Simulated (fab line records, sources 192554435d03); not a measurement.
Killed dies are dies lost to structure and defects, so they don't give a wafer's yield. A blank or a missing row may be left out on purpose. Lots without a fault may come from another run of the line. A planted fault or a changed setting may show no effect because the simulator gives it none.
A struck lot beside a sound one | flow n5_finfet | 38 steps out of a route of 1938
Sound: wafers L756.1, L756.2, L756.5. Struck: wafers L764.1, L764.3. The cause comes at the end.
At each step with rows: each side's tool, then ch and its chambers, then its first start. Under that, the readings that differ: sound wafers | struck wafers | difference of the means | sigmas: that difference in standard deviations of wafers without a fault.
alike: readings whose means differ by less than 2 such deviations, and words and numbers that are the same on both sides. not compared: withheld readings, readings that some wafer has no value for, bounds like >300 that may hide the same value, and numbers for which the record gives no deviation and whose values overlap.
The two part at a step that has a row with sigmas, a row that says differs or no value, or rows on one side only. Numbers that don't overlap but have no deviation are shown without sigmas and don't part them. A reading that every wafer of one side lacks parts them only if that side has two wafers or more.

first, 9 steps without rows for these wafers: N5_BEOL_M3_ANNEAL_95 (time 240 s); N5_BEOL_M3_SPUTTER_96 (material Cu, target thk 4.5 nm, time 8.29 s); N5_BEOL_M3_ECD_50 (material Cu, target thk 300 nm); N5_BEOL_M3_ANNEAL_51 (time 90 s); N5_BEOL_M3_CMP_52 (polishes, stops on SiOC, t overpolish 6.8 s, target thk 40 nm); N5_BEOL_M3_PRE_CLEAN_60 (time 15 s); N5_BEOL_M3_CO_CAP_55 (material Co, precursor CCTBA/H2, target thk 2 nm, time 102.1 s); N5_BEOL_M3_PRE_CLEAN_56 (time 15 s); N5_BEOL_M3_DEP_57 (deposits SiCN from 3MS/NH3, target thk 8 nm, time 14 s).
N5_BEOL_M4_ILD_DEP_00: deposits SiOC from DEMS/O2, target thk 79 nm, time 15.3 s.
  sound on pecvd-03 ch 0,1, day 10 10:17; struck on pecvd-03 ch 1, day 11 21:27
  reading                                      | sound        | struck  | difference | sigmas
  model.SiOC_of_BEOL_M4_ILD_DEP_00.thk_nm (nm) | 79 76.2 78.8 | 68.6 69 | -9.2       |
  alike: heater_power_w, showerhead_plenum_p_Torr, showerhead_vpp_V, throttle_valve_pct
N5_BEOL_M4_THK_MEAS_01:
  sound on film_metro-01, day 10 10:22; struck on film_metro-02, day 11 21:32
  reading         | sound          | struck    | difference | sigmas
  M4_ILD_THK (nm) | 78.9 76.2 78.8 | 68.6 69.0 | -9.2       | -9
then, 24 steps without rows for these wafers: N5_BEOL_M4_PECVD_72 (deposits SiO2 from TEOS/O2, target thk 16 nm, time 18 s); N5_BEOL_M4_HM_DEP_02 (deposits TiN, target thk 20 nm); N5_BEOL_M4_COAT_61 (time 60 s, resist thk 60 nm); N5_BEOL_M4_COAT_62 (time 60 s, resist thk 12 nm); N5_BEOL_M4_COAT_73 (time 60 s, resist thk 5 nm); N5_BEOL_M4_COAT_05 (resist thk 30 nm); N5_BEOL_M4_EBR_07; N5_BEOL_M4_SOFTBAKE_06 (time 60 s); N5_BEOL_M4_EXPOSE_08 (exposes mask M4); N5_BEOL_M4_PEB_09 (peb time 60 s); N5_BEOL_M4_DEVELOP_10 (develop time 30 s); N5_BEOL_M4_DESCUM_16 (chemistry O2, time 7 s); N5_BEOL_M4_ETCH_74 (etches underlayer in N2/H2, target depth 6.5 nm, time 5.2 s); N5_BEOL_M4_ETCH_63 (etches SiARC in CF4, target depth 15.6 nm, time 26 s); N5_BEOL_M4_ETCH_64 (etches SOC in N2/H2, target depth 75 nm, overetch 22.5 nm, time 121.9 s); N5_BEOL_M4_STRIP_65 (strips in N2/H2); N5_BEOL_M4_STRIP_75 (strips in N2/H2); N5_BEOL_M4_STRIP_66 (strips in CF4); N5_BEOL_M4_HM_OPEN_17 (chemistry Cl2/BCl3, target TiN, target depth 20 nm, overetch 6 nm); N5_BEOL_M4_STRIP_19 (strips in O2); N5_BEOL_M4_COAT_67 (time 60 s, resist thk 60 nm); N5_BEOL_M4_COAT_68 (time 60 s, resist thk 12 nm); N5_BEOL_M4_COAT_76 (time 60 s, resist thk 5 nm); N5_BEOL_M4_COAT_22 (resist thk 30 nm).
N5_BEOL_M4_CMP_52: polishes, stops on SiOC, t overpolish 6.8 s, target thk 40 nm.
  sound on cmp-02 ch 0,2, day 10 22:38; struck on cmp-02 ch 0,1, day 12 06:48
  reading                                      | sound        | struck  | difference | sigmas
  model.SiOC_of_BEOL_M4_ILD_DEP_00.thk_nm (nm) | 76 73.2 75.8 | 65.6 66 | -9.2       |
  alike: motor_current_A
N5_BEOL_M4_RC_MEAS_101:
  sound on prober-01 ch 0, day 10 23:13; struck on prober-02 ch 0, day 12 07:26
  reading       | sound          | struck    | difference | sigmas
  DIBL_N (mV/V) | 37.3 37.0 36.4 | 32.3 33.5 | -4.0       | -3
  SS_P (mV/dec) | 73.3 74.2 73.0 | 71.4 72.7 | -1.4       | -3
  alike: DIBL_P, IOFF_N, IOFF_P, ION_N, ION_P, SS_N, VT_N, VT_P
N5_PASSIVATION_PROBE_49:
  the record has rows for the sound wafers here (prober-02, day 15 09:08) and none for the struck ones

WHERE THEY PART
First at N5_BEOL_M4_THK_MEAS_01; last, within this record, at N5_PASSIVATION_PROBE_49.

WHY: what the simulator had put in
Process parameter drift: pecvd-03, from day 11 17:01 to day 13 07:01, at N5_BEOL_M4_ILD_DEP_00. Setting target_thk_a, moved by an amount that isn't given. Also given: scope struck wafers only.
